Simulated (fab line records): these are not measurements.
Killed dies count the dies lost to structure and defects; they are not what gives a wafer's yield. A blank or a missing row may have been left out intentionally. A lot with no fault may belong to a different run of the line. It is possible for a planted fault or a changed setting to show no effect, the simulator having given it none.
fab line records + flow nand-harc
[record]
- lots = 14
- wafers = 42
- last-day = 34
route steps=1302 shown A_STAIRCASE@744
lots that met no fault: from a run of the same line without faults
start-h: hours from the record's first day to the start of the lot's first wafer shown + wait-h: time in hours since the lot's previous step + " identical to the entry in the row above + L1.1+2: a row that stands for several wafers + - no value, or no start was given + * or withheld: withheld + < > ~ a bound
route shown NAME@n: a module of which the file shows steps, and the number in the route of the first + usual: mean and standard deviation over wafers with no fault + same: alike in all rows + chamber/n: place in a boat + sites: per-site readings + _std_site: the values' standard deviation + _edge_site: mean of outer sites minus mean of inner sites + radius-mm: for every site, how far away it sits from the centre of the wafer + mask NAME#n: copy n + behind: the tool/chamber that last shaped the wafer + hold: why the lot went on hold/how many hours it stayed there/how the hold came to an end + device: whichever transistor did not switch (one of n, p or np) + end of line: tests of these same wafers at the route's end + a step without rows: its recipe alone + killed: count of dies lost to structure and defects at first sort (not the wafer's yield) + map: shows each die of a wafer: x if killed, . if not, _ if none is there
set.NAME: the setting the step ran with; set.NAME@STEP: the setting that earlier step ran with + model.NAME: the simulator's own value behind a step, which no gauge read
one table for each step of the route and one row for each wafer, over a sample of lots
services: the hour from which a tool's chamber was out of use, counted from the record's first day as start-h (under 0 if before that day), plus the number of hours and why
[[steps]]
[step NHARC_A_STAIRCASE_ETCH_230]
[recipe]
- target-depth-a = 1000
- time-s = 40.5
- ion-energy-ev = 400
- c4f8-flow-sccm = 20
- o2-flow-sccm = 10
- ar-flow-sccm = withheld
- rf-w = 600
- bias-w = 1000
- chemistry = C4F8/O2
[usual]
- oes-product-au = 0.952/0.016
- rf-vpp-V = 896/5.5
| lot.wafer | tool        | chamber | start-h | wait-h | oes-product-au | rf-hours-counter-h | rf-vpp-V |
|-----------|-------------|---------|---------|--------|----------------|--------------------|----------|
| L569.3    | rie-diel-11 | 1       | -       | -      | 0.990          | 26                 | 892      |
| L569.2    | "           | 0       | "       | "      | 0.977          | 25                 | 888      |
| L569.5    | "           | 1       | "       | "      | 0.986          | -                  | 892      |
| L570.2    | rie-diel-04 | 1       | -       | -      | 0.936          | 4                  | 900      |
| L570.4    | "           | 2       | "       | "      | 0.947          | 4                  | 900      |
| L570.1    | "           | 3       | "       | "      | 0.959          | 5                  | 894      |
| L571.4    | rie-diel-02 | 3       | -       | -      | 0.938          | 56                 | 898      |
| L571.5    | "           | 3       | "       | "      | 0.940          | -                  | 898      |
| L571.6    | "           | 0       | "       | "      | 0.945          | -                  | 887      |
| L573.1    | rie-diel-04 | 1       | -       | -      | 0.920          | 11                 | 899      |
| L573.3    | "           | 2       | "       | "      | 0.922          | 13                 | 898      |
| L573.5    | "           | 0       | "       | "      | 0.938          | -                  | 902      |
| L576.4    | rie-diel-04 | 3       | -       | -      | 0.943          | 20                 | 894      |
| L576.1    | "           | 0       | "       | "      | 0.964          | 20                 | 900      |
| L576.6    | "           | 3       | "       | "      | 0.938          | -                  | 892      |
| L577.1    | rie-diel-02 | 1       | -       | -      | 0.964          | 12                 | 903      |
| L577.2    | "           | 2       | "       | "      | 0.974          | 12                 | 892      |
| L577.5    | "           | 0       | "       | "      | 0.960          | -                  | 889      |
| L582.2    | rie-diel-04 | 2       | -       | -      | 0.962          | 42                 | 899      |
| L582.1    | "           | 1       | "       | "      | 0.993          | 43                 | 899      |
| L582.5    | "           | 2       | "       | "      | 0.961          | -                  | 899      |
| L583.4    | rie-diel-11 | 0       | -       | -      | 0.979          | 23                 | 887      |
| L583.2    | "           | 2       | "       | "      | 0.958          | 16                 | 906      |
| L583.6    | "           | 1       | "       | "      | 0.956          | -                  | 891      |
| L584.4    | rie-diel-04 | 1       | -       | -      | 0.950          | 49                 | 899      |
| L584.1    | "           | 2       | "       | "      | 0.942          | 50                 | 898      |
| L584.3    | "           | 3       | "       | "      | 0.932          | 48                 | 893      |
| L585.3    | rie-diel-02 | 1       | -       | -      | 0.944          | 40                 | 903      |
| L585.1    | "           | 2       | "       | "      | 0.958          | 41                 | 891      |
| L585.6    | "           | 1       | "       | "      | 0.935          | -                  | 903      |
| L586.3    | rie-diel-11 | 0       | -       | -      | 0.933          | 28                 | 887      |
| L586.4    | "           | 1       | "       | "      | 0.939          | 23                 | 891      |
| L586.2    | "           | 3       | "       | "      | 0.937          | 25                 | 900      |
| L588.1    | rie-diel-11 | 2       | -       | -      | 0.940          | 32                 | 904      |
| L588.3    | "           | 1       | "       | "      | 0.952          | 36                 | 891      |
| L588.5    | "           | 2       | "       | "      | 0.938          | -                  | 905      |
| L589.2    | rie-diel-04 | 2       | -       | -      | 0.951          | 12                 | 899      |
| L589.6    | "           | 2       | "       | "      | 0.954          | -                  | 898      |
| L589.5    | "           | 3       | "       | "      | 0.951          | -                  | 892      |
| L592.2    | rie-diel-02 | 3       | -       | -      | 0.939          | 8                  | 898      |
| L592.3    | "           | 0       | "       | "      | 0.947          | 7                  | 887      |
| L592.6    | "           | 2       | "       | "      | 0.954          | -                  | 891      |
[step NHARC_A_STAIRCASE_ETCH_234]
[recipe]
- target-depth-a = 1000
- time-s = 40.5
- ion-energy-ev = 400
- c4f8-flow-sccm = 20
- o2-flow-sccm = 10
- ar-flow-sccm = withheld
- rf-w = 600
- bias-w = 1000
- chemistry = C4F8/O2
[usual]
- oes-product-au = 0.947/0.011
- rf-vpp-V = 896/5.4
| lot.wafer | tool        | chamber | start-h | wait-h | oes-product-au | rf-hours-counter-h | rf-vpp-V |
|-----------|-------------|---------|---------|--------|----------------|--------------------|----------|
| L569.2    | rie-diel-11 | 2       | -       | -      | 0.941          | 27                 | 886      |
| L569.3    | "           | 3       | "       | "      | 0.944          | 29                 | 901      |
| L569.5    | "           | 1       | "       | "      | 0.953          | -                  | 891      |
| L570.4    | rie-diel-04 | 1       | -       | -      | 0.938          | 4                  | 900      |
| L570.2    | "           | 3       | "       | "      | 0.940          | 5                  | 894      |
| L570.1    | "           | 0       | "       | "      | 0.952          | 4                  | 900      |
| L571.4    | rie-diel-02 | 2       | -       | -      | 0.943          | 51                 | 894      |
| L571.6    | "           | 1       | "       | "      | 0.956          | -                  | 903      |
| L571.5    | "           | 2       | "       | "      | 0.947          | -                  | 893      |
| L573.3    | rie-diel-04 | 1       | -       | -      | 0.938          | 12                 | 900      |
| L573.1    | "           | 0       | "       | "      | 0.936          | 11                 | 900      |
| L573.5    | "           | 1       | "       | "      | 0.931          | -                  | 900      |
| L576.4    | rie-diel-04 | 1       | -       | -      | 0.935          | 21                 | 898      |
| L576.1    | "           | 3       | "       | "      | 0.944          | 20                 | 894      |
| L576.6    | "           | 2       | "       | "      | 0.929          | -                  | 899      |
| L577.1    | rie-diel-02 | 0       | -       | -      | 0.938          | 11                 | 887      |
| L577.2    | "           | 2       | "       | "      | 0.951          | 13                 | 891      |
| L577.5    | "           | 0       | "       | "      | 0.948          | -                  | 888      |
| L582.1    | rie-diel-04 | 3       | -       | -      | 0.924          | 41                 | 894      |
| L582.2    | "           | 0       | "       | "      | 0.925          | 41                 | 899      |
| L582.5    | "           | 2       | "       | "      | 0.921          | -                  | 898      |
| L583.4    | rie-diel-11 | 2       | -       | -      | 0.938          | 16                 | 905      |
| L583.2    | "           | 3       | "       | "      | 0.969          | 20                 | 900      |
| L583.6    | "           | 1       | "       | "      | 0.947          | -                  | 892      |
| L584.1    | rie-diel-04 | 3       | -       | -      | 0.945          | 48                 | 891      |
| L584.3    | "           | 0       | "       | "      | 0.942          | 47                 | 900      |
| L584.4    | "           | 1       | "       | "      | 0.957          | 49                 | 898      |
| L585.3    | rie-diel-02 | 2       | -       | -      | 0.943          | 42                 | 892      |
| L585.1    | "           | 0       | "       | "      | 0.952          | 35                 | 888      |
| L585.6    | "           | 1       | "       | "      | 0.947          | -                  | 903      |
| L586.2    | rie-diel-11 | 3       | -       | -      | 0.944          | 25                 | 900      |
| L586.4    | "           | 0       | "       | "      | 0.945          | 28                 | 885      |
| L586.3    | "           | 1       | "       | "      | 0.952          | 23                 | 890      |
| L588.1    | rie-diel-11 | 1       | -       | -      | 0.968          | 37                 | 890      |
| L588.3    | "           | 2       | "       | "      | 0.961          | 32                 | 906      |
| L588.5    | "           | 1       | "       | "      | 0.949          | -                  | 891      |
| L589.2    | rie-diel-04 | 0       | -       | -      | 0.955          | 13                 | 900      |
| L589.6    | "           | 1       | "       | "      | 0.946          | -                  | 897      |
| L589.5    | "           | 2       | "       | "      | 0.955          | -                  | 898      |
| L592.2    | rie-diel-02 | 1       | -       | -      | 0.942          | 8                  | 902      |
| L592.3    | "           | 2       | "       | "      | 0.940          | 4                  | 892      |
| L592.6    | "           | 1       | "       | "      | 0.954          | -                  | 904      |
[step NHARC_A_STAIRCASE_PEB_287]
[recipe]
- peb-temp-c = 115
- peb-time-s = 130
[usual]
- chill-plate-temp-C = 22.99/0.094
- exhaust-pa = 45.0/0.83
| lot.wafer | tool           | chamber | start-h | wait-h | chill-plate-temp-C | exhaust-pa |
|-----------|----------------|---------|---------|--------|--------------------|------------|
| L569.2    | litho-track-07 | 0       | 374.50  | 0.1    | 23.00              | 45.6       |
| L569.3    | "              | 0       | "       | "      | 23.08              | 45.0       |
| L569.5    | "              | 0       | "       | "      | 23.06              | 44.9       |
| L570.1    | litho-track-03 | 0       | 397.02  | 0.1    | 23.03              | 43.9       |
| L570.2    | "              | 0       | "       | "      | 23.10              | 45.9       |
| L570.4    | "              | 0       | "       | "      | 23.06              | 46.1       |
| L571.4    | litho-track-02 | 0       | 399.66  | 0.0    | 22.83              | 45.5       |
| L571.5    | "              | 0       | "       | "      | 23.03              | 45.2       |
| L571.6    | "              | 0       | "       | "      | 22.88              | 43.2       |
| L573.1    | litho-track-03 | 0       | 418.51  | 0.1    | 22.90              | 45.6       |
| L573.3    | "              | 0       | "       | "      | 22.89              | 45.5       |
| L573.5    | "              | 0       | "       | "      | 22.95              | 45.6       |
| L576.1    | litho-track-02 | -       | 442.97  | 0.1    | -                  | -          |
| L576.4    | "              | -       | "       | "      | -                  | -          |
| L576.6    | "              | -       | "       | "      | -                  | -          |
| L577.1    | litho-track-02 | -       | 455.52  | 0.1    | -                  | -          |
| L577.2    | "              | -       | "       | "      | -                  | -          |
| L577.5    | "              | -       | "       | "      | -                  | -          |
| L582.1    | litho-track-07 | 0       | 501.20  | 0.1    | 23.02              | 46.2       |
| L582.2    | "              | 0       | "       | "      | 22.83              | 45.1       |
| L582.5    | "              | 0       | "       | "      | 22.92              | 43.8       |
| L584.1    | litho-track-02 | 0       | 521.60  | 0.1    | 22.98              | 44.8       |
| L584.3    | "              | 0       | "       | "      | 23.00              | 45.0       |
| L584.4    | "              | 0       | "       | "      | 22.87              | 45.0       |
| L583.2    | litho-track-02 | 0       | 522.08  | 0.1    | 22.97              | 44.0       |
| L583.4    | "              | 0       | "       | "      | 22.93              | 44.9       |
| L583.6    | "              | 0       | "       | "      | 22.94              | 44.6       |
| L585.1    | litho-track-07 | 0       | 536.07  | 0.1    | 22.99              | 45.5       |
| L585.3    | "              | 0       | "       | "      | 22.96              | 45.9       |
| L585.6    | "              | 0       | "       | "      | 23.02              | 44.0       |
| L586.2    | litho-track-03 | 0       | 538.46  | 0.1    | 22.96              | 42.9       |
| L586.3    | "              | 0       | "       | "      | 22.90              | 44.8       |
| L586.4    | "              | 0       | "       | "      | 22.96              | 44.0       |
| L588.1    | litho-track-03 | 0       | 564.22  | 0.1    | 22.91              | 46.3       |
| L588.3    | "              | 0       | "       | "      | 23.08              | 46.5       |
| L588.5    | "              | 0       | "       | "      | 22.97              | 46.7       |
| L589.2    | litho-track-07 | 0       | 593.93  | 0.1    | 23.01              | 45.8       |
| L589.5    | "              | 0       | "       | "      | 22.95              | 44.4       |
| L589.6    | "              | 0       | "       | "      | 22.82              | 45.7       |
| L592.2    | litho-track-03 | 0       | 615.99  | 0.1    | 23.15              | 43.6       |
| L592.3    | "              | 0       | "       | "      | 23.08              | 44.1       |
| L592.6    | "              | 0       | "       | "      | 23.27              | 44.2       |
[step NHARC_A_STAIRCASE_HM_OPEN_460]
[recipe]
- o2-flow-sccm = 400
- cos-flow-sccm = 20
- ar-flow-sccm = 0
- rf-w = 500
- bias-w = 300
- chemistry = O2/COS
[usual]
- drypump-motor-current-A = 5.6/0.3
- oes-product-au = 1.001/0.0069
- rf-vpp-V = 467/3.1
- showerhead-plenum-p-Torr = 3.12/0.14
- throttle-valve-pct = 28.330/0.0092
| lot.wafer | tool        | chamber | start-h | wait-h | drypump-motor-current-A | oes-product-au | rf-hours-counter-h | rf-vpp-V | showerhead-plenum-p-Torr | throttle-valve-pct |
|-----------|-------------|---------|---------|--------|-------------------------|----------------|--------------------|----------|--------------------------|--------------------|
| L569.2    | rie-diel-02 | 0       | -       | -      | 5.6                     | 1.000          | 53                 | 462      | 2.93                     | 28.328             |
| L569.3    | "           | 2       | "       | "      | 6.0                     | 1.005          | 49                 | 465      | 3.03                     | 28.324             |
| L569.5    | "           | 3       | "       | "      | 5.2                     | 1.000          | -                  | 469      | 3.19                     | 28.331             |
| L570.4    | rie-diel-11 | 1       | -       | -      | 5.8                     | 1.000          | 39                 | 466      | 3.02                     | 28.317             |
| L570.1    | "           | 2       | "       | "      | 5.8                     | 0.999          | 41                 | 462      | 2.89                     | 28.312             |
| L570.2    | "           | 3       | "       | "      | 5.7                     | 1.002          | 41                 | 470      | 3.24                     | 28.327             |
| L571.4    | rie-diel-04 | 1       | -       | -      | 5.7                     | 0.992          | 11                 | 469      | 3.21                     | 28.331             |
| L571.5    | "           | 1       | "       | "      | 5.7                     | 0.995          | -                  | 468      | 3.21                     | 28.335             |
| L571.6    | "           | 2       | "       | "      | 6.0                     | 0.990          | -                  | 467      | 3.19                     | 28.330             |
| L573.1    | rie-diel-02 | 1       | -       | -      | 5.8                     | 0.995          | 5                  | 472      | 3.32                     | 28.343             |
| L573.3    | "           | 0       | "       | "      | 5.6                     | 0.994          | 4                  | 463      | 2.93                     | 28.336             |
| L573.5    | "           | 1       | "       | "      | 5.8                     | 0.995          | -                  | 471      | 3.32                     | 28.340             |
| L576.4    | rie-diel-04 | 3       | -       | -      | 5.0                     | 1.000          | 25                 | 465      | 3.06                     | 28.329             |
| L576.1    | "           | 1       | "       | "      | 5.7                     | 0.992          | 25                 | 470      | 3.20                     | 28.339             |
| L576.6    | "           | 3       | "       | "      | 5.0                     | 0.991          | -                  | 464      | 3.06                     | 28.344             |
| L577.2    | rie-diel-11 | 2       | -       | -      | 5.8                     | 1.005          | 3                  | 472      | 3.37                     | 28.334             |
| L577.1    | "           | 0       | "       | "      | 5.3                     | 0.996          | 5                  | 463      | 2.92                     | 28.316             |
| L577.5    | "           | 1       | "       | "      | 5.8                     | 1.002          | -                  | 465      | 3.01                     | 28.324             |
| L582.1    | rie-diel-04 | 2       | -       | -      | 6.0                     | 1.013          | 48                 | 468      | 3.17                     | 28.337             |
| L582.2    | "           | 1       | "       | "      | 5.7                     | 0.992          | 47                 | 470      | 3.19                     | 28.338             |
| L582.5    | "           | 2       | "       | "      | 5.9                     | 0.998          | -                  | 468      | 3.17                     | 28.328             |
| L584.4    | rie-diel-02 | 0       | -       | -      | 5.7                     | 1.002          | 36                 | 463      | 2.91                     | 28.336             |
| L584.3    | "           | 1       | "       | "      | 5.8                     | 0.993          | 41                 | 471      | 3.30                     | 28.327             |
| L584.1    | "           | 3       | "       | "      | 5.2                     | 0.994          | 37                 | 470      | 3.17                     | 28.318             |
| L583.4    | rie-diel-04 | 2       | -       | -      | 6.0                     | 0.997          | 55                 | 469      | 3.17                     | 28.340             |
| L583.2    | "           | 0       | "       | "      | 5.6                     | 0.992          | 53                 | 468      | 3.21                     | 28.333             |
| L583.6    | "           | 1       | "       | "      | 5.7                     | 0.998          | -                  | 468      | 3.19                     | 28.331             |
| L585.1    | rie-diel-11 | 2       | -       | -      | 5.8                     | 1.002          | 26                 | 474      | 3.36                     | 28.319             |
| L585.3    | "           | 3       | "       | "      | 5.7                     | 1.008          | 32                 | 468      | 3.22                     | 28.328             |
| L585.6    | "           | 3       | "       | "      | 5.7                     | 1.015          | -                  | 469      | 3.22                     | 28.326             |
| L586.4    | rie-diel-11 | 3       | -       | -      | 5.7                     | 1.008          | 35                 | 470      | 3.21                     | 28.327             |
| L586.2    | "           | 1       | "       | "      | 5.8                     | 1.014          | 33                 | 465      | 3.00                     | 28.326             |
| L586.3    | "           | 2       | "       | "      | 5.8                     | 1.006          | 29                 | 472      | 3.36                     | 28.331             |
| L588.1    | rie-diel-02 | 2       | -       | -      | 6.0                     | 1.001          | 56                 | 465      | 3.00                     | 28.327             |
| L588.3    | "           | 3       | "       | "      | 5.2                     | 1.001          | 46                 | 470      | 3.17                     | 28.343             |
| L588.5    | "           | 2       | "       | "      | 6.0                     | 0.999          | -                  | 465      | 3.00                     | 28.323             |
| L589.2    | rie-diel-04 | 3       | -       | -      | 5.0                     | 1.013          | 18                 | 466      | 3.04                     | 28.306             |
| L589.5    | "           | 2       | "       | "      | 6.0                     | 0.990          | -                  | 468      | 3.16                     | 28.317             |
| L589.6    | "           | 3       | "       | "      | 5.0                     | 1.020          | -                  | 464      | 3.04                     | 28.328             |
| L592.3    | rie-diel-02 | 3       | -       | -      | 5.2                     | 1.008          | 12                 | 469      | 3.16                     | 28.346             |
| L592.2    | "           | 0       | "       | "      | 5.7                     | 1.007          | 12                 | 462      | 2.90                     | 28.330             |
| L592.6    | "           | 3       | "       | "      | 5.2                     | 0.996          | -                  | 468      | 3.16                     | 28.315             |
[[services]]
| tool           | chamber | start-h | hours | kind       |
|----------------|---------|---------|-------|------------|
| rie-diel-02    | 2       | 337.12  | 14.5  | repair     |
| rie-diel-02    | 1       | 345.74  | 9.2   | repair     |
| rie-diel-04    | -       | 354.90  | 9.0   | pm         |
| rie-diel-04    | 0       | 354.90  | 9.0   | vent-cycle |
| rie-diel-04    | 1       | 354.90  | 9.0   | vent-cycle |
| rie-diel-04    | 2       | 354.90  | 9.0   | vent-cycle |
| rie-diel-04    | 3       | 354.90  | 9.0   | vent-cycle |
| rie-diel-02    | -       | 393.85  | 9.0   | pm         |
| litho-track-02 | -       | 402.00  | 7.0   | pm         |
| litho-track-07 | -       | 426.00  | 7.0   | pm         |
| rie-diel-11    | -       | 435.05  | 9.0   | pm         |
| litho-track-03 | -       | 450.00  | 7.0   | pm         |
| rie-diel-11    | 3       | 472.03  | 2.5   | repair     |
| rie-diel-11    | 2       | 475.80  | 1.7   | repair     |
| rie-diel-11    | 1       | 479.93  | 1.9   | repair     |
| rie-diel-11    | 2       | 499.34  | 4.3   | repair     |
| rie-diel-02    | 0       | 528.43  | 4.4   | repair     |
| rie-diel-04    | -       | 531.90  | 9.0   | pm         |
| rie-diel-02    | 0       | 548.83  | 3.4   | repair     |
| rie-diel-02    | -       | 573.09  | 9.0   | pm         |
| litho-track-02 | -       | 577.00  | 7.0   | pm         |
| rie-diel-11    | 1       | 593.13  | 14.8  | repair     |
| litho-track-07 | -       | 601.00  | 7.0   | pm         |
| rie-diel-11    | -       | 612.05  | 9.0   | pm         |
[[key]]
[first-sign]
- step = NHARC_A_STAIRCASE_PEB_287
- reading = tool-record
- direction = missing
effect none on later readings
met-at NHARC_A_STAIRCASE_PEB_287
struck-lots L576,L577
later-rows-left-out L576.1,L576.4,L576.6,L577.1,L577.2,L577.5
sort-left-out L576.1,L576.4,L576.6,L577.1,L577.2,L577.5
tester-left-out L576,L577
not-acting-at NHARC_A_STAIRCASE_ETCH_230,NHARC_A_STAIRCASE_ETCH_234,NHARC_A_STAIRCASE_HM_OPEN_460
onset-between 399.66 442.97
[fault]
- kind = skipped-step-whole
- tool = litho-track-02
- chamber = -
- onset-h = 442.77
- steps = NHARC_A_STAIRCASE_PEB_287
- scope = struck-lots-only
// tester-left-out: of these lots the tester's yield and bins aren't shown, on N5 and GAA mostly nor the transistor test; their killed dies are dies lost to structure and defects alone, not to doping, threshold or leakage, so they don't give the yield
// sort-left-out: the simulated sort isn't trusted on such a fault, so these wafers' sort isn't shown, and their yield isn't known
// later-rows-left-out: the simulator's readings of these wafers behind a module that went badly wrong aren't trusted and aren't shown, but for the sort
